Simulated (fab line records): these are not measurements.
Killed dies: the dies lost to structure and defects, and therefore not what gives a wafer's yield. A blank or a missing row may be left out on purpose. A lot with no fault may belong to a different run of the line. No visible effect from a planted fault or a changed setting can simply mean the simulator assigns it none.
Chamber matching    flow n5 finfet    N5_BEOL_M3_ALD_84 on ald metal-02 has 4 sister chambers
The step deposits TaN, pulse time 2 s, purge time 3 s, co reactant purge time 2 s. 8 wafers are shown with their chamber, then 9 later ones without.

== WAFERS, EACH WITH ITS CHAMBER ==
wafer   chamber  heater power outer w (W)  heater power w (W)
L082.2  1        208                       403
L082.5  3        178                       348
L083.2  0        227                       402
L083.3  3        175                       357
L083.4  2        214                       395
L085.1  1        205                       405
L085.2  2        214                       388
L085.3  0        219                       398

== WAFERS WITHOUT THEIR CHAMBER ==
wafer   heater power outer w (W)  heater power w (W)
L087.1  214                       394
L087.5  228                       403
L087.6  204                       413
L091.1  202                       401
L091.2  175                       350
L091.6  207                       405
L093.2  211                       392
L093.5  215                       394
L093.6  207                       410

== EACH ONE'S CHAMBER ==
wafer   from the rows above  in truth
L087.1  2                    2
L087.5  0                    0
L087.6  1                    1
L091.1  1                    1
L091.2  3                    3
L091.6  1                    1
L093.2  2                    2
L093.5  2                    2
L093.6  1                    1
9 of 9 placed correctly. Not placeable from these rows: 0. Placed wrongly: 0.
How it was worked out, from the rows above alone: a wafer's distance from a chamber is the root of the sum, over the readings, of the square of ((its reading less the chamber's mean) divided by the reading's scatter). If the next closest chamber is less than 2 further off than the closest, the wafer can't be placed; otherwise it belongs to the closest. Each chamber's mean is taken over the wafers shown for it. The scatter: take each reading less its chamber's mean, square it, sum over the shown wafers, divide by the number of wafers less the number of chambers, and take the root.
